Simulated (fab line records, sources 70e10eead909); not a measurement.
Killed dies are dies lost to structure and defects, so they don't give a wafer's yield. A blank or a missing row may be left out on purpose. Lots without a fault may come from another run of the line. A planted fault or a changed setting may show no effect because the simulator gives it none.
Which tool did it? | flow nand_harc | 12 lots, 36 wafers sampled, at 1 step of a route of 1159

WHAT THE GAUGES READ, wafer by wafer
NHARC_A_CHANNEL_HOLE_D1_CD_MEAS_18.
lot  | measured     | on        | cd_nm (nm)
L075 | day 8 07:34  | cd_sem-03 | 96.3 97.3 96.7
L077 | day 8 22:19  | cd_sem-02 | 97.1 100.8 100.4
L079 | day 9 14:19  | cd_sem-01 | 97.6 98.8 97.0
L082 | day 10 01:46 | cd_sem-01 | 98.3 101.7 98.4
L081 | day 10 02:53 | cd_sem-02 | 98.1 95.9 97.5
L085 | day 10 23:41 | cd_sem-03 | 99.6 96.8 99.2
L086 | day 11 13:50 | cd_sem-01 | 99.5 97.0 97.9
L089 | day 12 04:04 | cd_sem-02 | 98.3 101.0 100.3
L090 | day 12 12:27 | cd_sem-01 | 101.8 101.4 98.3
L093 | day 12 23:04 | cd_sem-01 | 98.2 96.4 95.9
L094 | day 13 06:16 | cd_sem-03 | 98.2 101.5 99.5
L096 | day 13 23:22 | cd_sem-01 | 95.4 98.4 97.7

WHICH TOOL RAN EACH LOT (tool, then ch and the chambers of the sampled wafers, then the start)
The record holds no process step before these readings.

THE ANSWER, worked out from the rows above alone
Rule: what is usual is taken from the lots themselves. Put in order of their means at a reading, lots are off if they are a third of the lots or fewer, leave a main group of 4 or more, and stand apart from it by a gap of 3 or more times the standard deviation of the main group's means; of several such gaps the widest counts. A main group whose means are all the same, to the digits that the tables above print for the reading, isn't used. A lot without any number at a reading at which 4 lots or more have one is off too. The other lots that the step has rows for count as sound.
No lot is off at any reading shown: from this, nothing can be told.

WHAT THE SIMULATOR HAD PUT IN
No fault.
